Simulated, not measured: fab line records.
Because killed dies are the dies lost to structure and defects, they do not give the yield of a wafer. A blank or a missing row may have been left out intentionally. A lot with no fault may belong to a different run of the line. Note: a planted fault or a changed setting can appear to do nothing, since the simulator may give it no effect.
Split-lot trial / flow n5 finfet / route with 1938 steps; 7 lots, 21 wafers read

== SPLIT DETAILS ==
At N5_BEOL_M6_COAT_59 (time 60 s, resist thk 100 nm), the setting spin rpm was moved away from the recipe's 1500 rpm on 4 of the 21 wafers read, by -8.1% to +9.4%. This setting was run at the recipe's value on the other wafers.

== FROM THE SPLIT TO THE READING: what the file shows between them, 8 steps ==
- N5_BEOL_M6_COAT_60: time 60 s, resist thk 35 nm (also split here: temp c)
- N5_BEOL_M6_COAT_05: resist thk 90 nm
- N5_BEOL_M6_EBR_07
- N5_BEOL_M6_DESCUM_16: chemistry O2, time 7.9 s
- N5_BEOL_M6_ETCH_61: etches SiARC in CF4, target depth 45.5 nm, time 75.8 s
- N5_BEOL_M6_ETCH_62: etches SOC in N2/H2, target depth 110 nm, overetch 22 nm, time 165 s
- N5_BEOL_M6_STRIP_68: strips in N2/H2
- N5_BEOL_M6_STRIP_67: strips in CF4

== THE READING ==
SOC_of_BEOL_M6_COAT_59.thk nm (the simulator's own value, which no gauge read), in nm, at N5_BEOL_M6_HM_OPEN_17 (chemistry Cl2/BCl3, target TiN, target depth 20 nm, overetch 6 nm). No usual value for it is given in the file. The 17 wafers here that ran the recipe average 92.1 nm, standard deviation 0.39 nm.

wafer=L077.1; tool, chamber at the split=litho track-01, 0; spin rpm as run, rpm=1500; against the recipe=recipe; SOC_of_BEOL_M6_COAT_59.thk nm, nm=91.4; against lot-mates on the recipe=-
wafer=L077.2; tool, chamber at the split=litho track-01, 0; spin rpm as run, rpm=1500; against the recipe=recipe; SOC_of_BEOL_M6_COAT_59.thk nm, nm=92.6; against lot-mates on the recipe=-
wafer=L077.6; tool, chamber at the split=litho track-01, 0; spin rpm as run, rpm=1500; against the recipe=recipe; SOC_of_BEOL_M6_COAT_59.thk nm, nm=92.4; against lot-mates on the recipe=-
wafer=L079.2; tool, chamber at the split=litho track-01, 0; spin rpm as run, rpm=1500; against the recipe=recipe; SOC_of_BEOL_M6_COAT_59.thk nm, nm=92.4; against lot-mates on the recipe=-
wafer=L079.4; tool, chamber at the split=litho track-01, 0; spin rpm as run, rpm=1500; against the recipe=recipe; SOC_of_BEOL_M6_COAT_59.thk nm, nm=92; against lot-mates on the recipe=-
wafer=L079.6; tool, chamber at the split=litho track-01, 0; spin rpm as run, rpm=1500; against the recipe=recipe; SOC_of_BEOL_M6_COAT_59.thk nm, nm=92.2; against lot-mates on the recipe=-
wafer=L080.3; tool, chamber at the split=litho track-04, 0; spin rpm as run, rpm=1500; against the recipe=recipe; SOC_of_BEOL_M6_COAT_59.thk nm, nm=91.6; against lot-mates on the recipe=-
wafer=L080.4; tool, chamber at the split=litho track-04, 0; spin rpm as run, rpm=1379; against the recipe=-8.1%; SOC_of_BEOL_M6_COAT_59.thk nm, nm=95.8; against lot-mates on the recipe=+4.2
wafer=L080.6; tool, chamber at the split=litho track-04, 0; spin rpm as run, rpm=1379; against the recipe=-8.1%; SOC_of_BEOL_M6_COAT_59.thk nm, nm=95.6; against lot-mates on the recipe=+4.0
wafer=L081.1; tool, chamber at the split=litho track-01, 0; spin rpm as run, rpm=1500; against the recipe=recipe; SOC_of_BEOL_M6_COAT_59.thk nm, nm=92.6; against lot-mates on the recipe=-
wafer=L081.2; tool, chamber at the split=litho track-01, 0; spin rpm as run, rpm=1500; against the recipe=recipe; SOC_of_BEOL_M6_COAT_59.thk nm, nm=92.2; against lot-mates on the recipe=-
wafer=L081.3; tool, chamber at the split=litho track-01, 0; spin rpm as run, rpm=1500; against the recipe=recipe; SOC_of_BEOL_M6_COAT_59.thk nm, nm=92.4; against lot-mates on the recipe=-
wafer=L083.1; tool, chamber at the split=litho track-04, 0; spin rpm as run, rpm=1455; against the recipe=-3.0%; SOC_of_BEOL_M6_COAT_59.thk nm, nm=93.8; against lot-mates on the recipe=+2.2
wafer=L083.3; tool, chamber at the split=litho track-04, 0; spin rpm as run, rpm=1500; against the recipe=recipe; SOC_of_BEOL_M6_COAT_59.thk nm, nm=91.4; against lot-mates on the recipe=-
wafer=L083.6; tool, chamber at the split=litho track-04, 0; spin rpm as run, rpm=1500; against the recipe=recipe; SOC_of_BEOL_M6_COAT_59.thk nm, nm=91.8; against lot-mates on the recipe=-
wafer=L085.2; tool, chamber at the split=litho track-04, 0; spin rpm as run, rpm=1641; against the recipe=+9.4%; SOC_of_BEOL_M6_COAT_59.thk nm, nm=87.6; against lot-mates on the recipe=-4.5
wafer=L085.4; tool, chamber at the split=litho track-04, 0; spin rpm as run, rpm=1500; against the recipe=recipe; SOC_of_BEOL_M6_COAT_59.thk nm, nm=92; against lot-mates on the recipe=-
wafer=L085.6; tool, chamber at the split=litho track-04, 0; spin rpm as run, rpm=1500; against the recipe=recipe; SOC_of_BEOL_M6_COAT_59.thk nm, nm=92.2; against lot-mates on the recipe=-
wafer=L096.4; tool, chamber at the split=litho track-04, 0; spin rpm as run, rpm=1500; against the recipe=recipe; SOC_of_BEOL_M6_COAT_59.thk nm, nm=91.8; against lot-mates on the recipe=-
wafer=L096.6; tool, chamber at the split=litho track-04, 0; spin rpm as run, rpm=1500; against the recipe=recipe; SOC_of_BEOL_M6_COAT_59.thk nm, nm=91.8; against lot-mates on the recipe=-
wafer=L096.5; tool, chamber at the split=litho track-04, 0; spin rpm as run, rpm=1500; against the recipe=recipe; SOC_of_BEOL_M6_COAT_59.thk nm, nm=92.6; against lot-mates on the recipe=-

FIT RESULTS
A straight line over all 21 wafers: SOC_of_BEOL_M6_COAT_59.thk nm changes by -0.465 nm for each +1% of spin rpm; r = -0.97; the points scatter about the line by 0.38 nm.
The same after taking each lot's own level away (the mean of its wafers on the recipe; 21 wafers): -0.504 nm for each +1%; r = -0.98; scatter 0.33 nm.
That fit puts the effect of the largest move of spin rpm on the reading at 4.7 nm.
From 91.60 to 92.40 nm: that is the span of the lots' own levels, equal to 2.1 times the standard deviation above.
So the lot-to-lot level changes the slope little: the two slopes agree.
Check: for one of the wafers moved furthest among these (+9.4%), held out of the fit, the line's prediction against its lot-mates is -4.86 nm. Against them it came out at -4.5 nm.

== OTHER SPLITS ON THESE WAFERS ==
Other splits were also applied to these wafers ahead of the reading. Each is held against what the fit with the lots' levels taken away leaves over:
other split on the same wafers=N5_BEOL_M1_COAT_61 spin rpm; wafers away from the commonest value=7; r with SOC_of_BEOL_M6_COAT_59.thk nm (lot level and that fit taken away)=-0.24
other split on the same wafers=N5_BEOL_M1_COAT_62 spin rpm; wafers away from the commonest value=7; r with SOC_of_BEOL_M6_COAT_59.thk nm (lot level and that fit taken away)=+0.15
other split on the same wafers=N5_BEOL_M2_ETCH_69 bias w; wafers away from the commonest value=7; r with SOC_of_BEOL_M6_COAT_59.thk nm (lot level and that fit taken away)=-0.23
other split on the same wafers=N5_BEOL_M4_COAT_62 spin rpm; wafers away from the commonest value=6; r with SOC_of_BEOL_M6_COAT_59.thk nm (lot level and that fit taken away)=-0.27
other split on the same wafers=N5_BEOL_M5_ETCH_68 time s; wafers away from the commonest value=4; r with SOC_of_BEOL_M6_COAT_59.thk nm (lot level and that fit taken away)=+0.20
other split on the same wafers=N5_BEOL_M5_TRENCH_ETCH_37 source w; wafers away from the commonest value=5; r with SOC_of_BEOL_M6_COAT_59.thk nm (lot level and that fit taken away)=+0.22
other split on the same wafers=N5_BEOL_M6_COAT_60 temp c; wafers away from the commonest value=8; r with SOC_of_BEOL_M6_COAT_59.thk nm (lot level and that fit taken away)=-0.08

== THE WHOLE CHAIN: every reading that the file lists as answering this split, in the file's order ==
step=N5_BEOL_M6_COAT_59; what it does=time 60 s, resist thk 100 nm; reading=SOC_of_BEOL_M6_COAT_59.thk nm (the simulator's own value, which no gauge read); change (the file's fit)=-0.496 nm for each +1% of the setting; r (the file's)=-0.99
step=N5_BEOL_M6_ETCH_62; what it does=etches SOC in N2/H2, target depth 110 nm, overetch 22 nm, time 165 s; reading=etch.depth nm (the simulator's own value, which no gauge read); change (the file's fit)=-0.485 nm for each +1% of the setting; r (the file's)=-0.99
step=N5_BEOL_M6_HM_OPEN_17; what it does=chemistry Cl2/BCl3, target TiN, target depth 20 nm, overetch 6 nm; reading=SOC_of_BEOL_M6_COAT_59.thk nm (the simulator's own value, which no gauge read); change (the file's fit)=-0.505 nm for each +1% of the setting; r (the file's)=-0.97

== THE FILE'S OWN FIT ==
SOC_of_BEOL_M6_COAT_59.thk nm changes by -0.505 nm for each +1% of spin rpm, r = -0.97.
